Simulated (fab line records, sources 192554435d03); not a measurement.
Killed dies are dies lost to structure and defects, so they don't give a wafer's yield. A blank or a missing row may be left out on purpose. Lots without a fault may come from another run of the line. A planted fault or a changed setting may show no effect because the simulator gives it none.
Chamber matching | flow n5_finfet | N5_HKMG_FIN_PWFM_ALD_03 on ald_metal-01: 4 sister chambers
The step deposits TiN, target thk 2 nm, pulse time 1 s, purge time 3 s. 4 wafers are shown with their chamber, then 7 later ones without.

WAFERS WITH THEIR CHAMBER
wafer  | chamber | heater_power_outer_w (W)
L084.5 | 3       | 512
L086.1 | 1       | 559
L094.1 | 2       | 654
L094.2 | 0       | 452

WAFERS WITHOUT THEIR CHAMBER
wafer  | heater_power_outer_w (W)
L094.5 | 641
L095.2 | 641
L095.3 | 503
L095.5 | 643
L097.2 | 444
L097.3 | 618
L097.6 | 547

WHICH CHAMBER EACH WENT THROUGH
wafer  | from the rows above     | in truth
L094.5 | 2                       | 2
L095.2 | 2                       | 2
L095.3 | 3                       | 3
L095.5 | 2                       | 2
L097.2 | 0                       | 0
L097.3 | can't be placed: 2 or 1 | 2
L097.6 | can't be placed: 1 or 3 | 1
Placed correctly: 5 of 7. Can't be placed from these rows: 2 (the true chamber is among the candidates in 2). Placed wrongly: 0.
How it was worked out, from the rows above alone: a wafer's distance from a chamber is the root of the sum, over the readings, of the square of ((its reading less the chamber's mean) divided by the reading's scatter). The wafer belongs to the nearest chamber; if the next one is less than 2 further off, it can't be placed. A chamber's mean is the mean of its shown wafers. The scatter: with one shown wafer a chamber, the root of the mean of the squares of how far each hidden wafer lies from its nearest shown one.
